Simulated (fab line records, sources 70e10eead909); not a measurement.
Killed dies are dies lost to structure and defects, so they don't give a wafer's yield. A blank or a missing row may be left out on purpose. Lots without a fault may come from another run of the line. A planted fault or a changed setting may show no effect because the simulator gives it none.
A struck lot beside a sound one | flow nand_harc | 16 steps out of a route of 1302
Sound: wafers L430.2, L430.3, L430.6. Struck: wafer L439.3. (L439.2 of the same lot was not struck and is left out.) The cause comes at the end.
At each step with rows: each side's tool, then ch and its chambers, then its first start. Under that, the readings that differ: sound wafers | struck wafers | difference of the means | sigmas: that difference in standard deviations of wafers without a fault.
alike: readings whose means differ by less than 2 such deviations, and words and numbers that are the same on both sides. not compared: withheld readings, readings that some wafer has no value for, bounds like >300 that may hide the same value, and numbers for which the record gives no deviation and whose values overlap.
The two part at a step that has a row with sigmas, a row that says differs or no value, or rows on one side only. Numbers that don't overlap but have no deviation are shown without sigmas and don't part them. A reading that every wafer of one side lacks parts them only if that side has two wafers or more.

NHARC_A_ONON_D2_THK_MEAS_02: measures by ellipsometry.
  sound on film_metro-02, day 12 07:38; struck on film_metro-01, day 16 07:17
  alike: thk_nm
then, 1 step without rows for these wafers: NHARC_A_ONON_D2_DEP_03 (target thk 1000 nm).
NHARC_A_ONON_D2_THK_MEAS_05: measures by ellipsometry.
  sound on film_metro-01, day 12 08:11; struck on film_metro-01, day 16 07:50
  alike: thk_nm
then, 1 step without rows for these wafers: NHARC_A_ONON_D2_DEP_06 (target thk 1000 nm).
NHARC_A_ONON_D2_THK_MEAS_08: measures by ellipsometry.
  sound on film_metro-02, day 12 08:46; struck on film_metro-01, day 16 08:25
  alike: thk_nm
then, 1 step without rows for these wafers: NHARC_A_ONON_D2_DEP_09 (target thk 1000 nm).
NHARC_A_ONON_D2_THK_MEAS_11: measures by ellipsometry.
  sound on film_metro-01, day 12 09:20; struck on film_metro-01, day 16 08:59
  alike: thk_nm
then, 1 step without rows for these wafers: NHARC_A_ONON_D2_DEP_12 (target thk 1000 nm).
NHARC_A_ONON_D2_THK_MEAS_14: measures by ellipsometry.
  sound on film_metro-02, day 12 09:54; struck on film_metro-02, day 16 09:33
  alike: thk_nm
then, 2 steps without rows for these wafers: NHARC_A_ONON_D2_ANNEAL_15 (time 3600 s); NHARC_A_ONON_D2_DEP_16 (target thk 1000 nm).
NHARC_A_ONON_D2_THK_MEAS_18: measures by ellipsometry.
  sound on film_metro-02, day 12 20:31; struck on film_metro-01, day 16 17:20
  alike: thk_nm
NHARC_A_ONON_D2_DEP_19: target thk 1000 nm.
  sound on pecvd_onon-03 ch 0, day 12 20:38; struck on pecvd_onon-03 ch 0, day 16 17:27
NHARC_A_ONON_D2_THK_MEAS_21: measures by ellipsometry.
  sound on film_metro-01, day 12 21:05; struck on film_metro-01, day 16 17:54
  reading     | sound       | struck | difference | sigmas
  thk_nm (nm) | 992 994 993 | 698    | -295       | -27
then, 1 step without rows for these wafers: NHARC_A_ONON_D2_DEP_22 (target thk 1000 nm).
-- the record jumps here: 12 days lie between the struck wafers' starts before and after (it left off in module A_ONON_D2 and takes up again in module END, whose first step shown is number 1302 of the route) --
NHARC_END_SORT_01:
  the record has rows for the struck wafers here (prober-01 ch 0, day 28 08:51) and none for the sound ones

WHERE THEY PART
First at NHARC_A_ONON_D2_THK_MEAS_21; last, within this record, at NHARC_END_SORT_01.

WHY: what the simulator had put in
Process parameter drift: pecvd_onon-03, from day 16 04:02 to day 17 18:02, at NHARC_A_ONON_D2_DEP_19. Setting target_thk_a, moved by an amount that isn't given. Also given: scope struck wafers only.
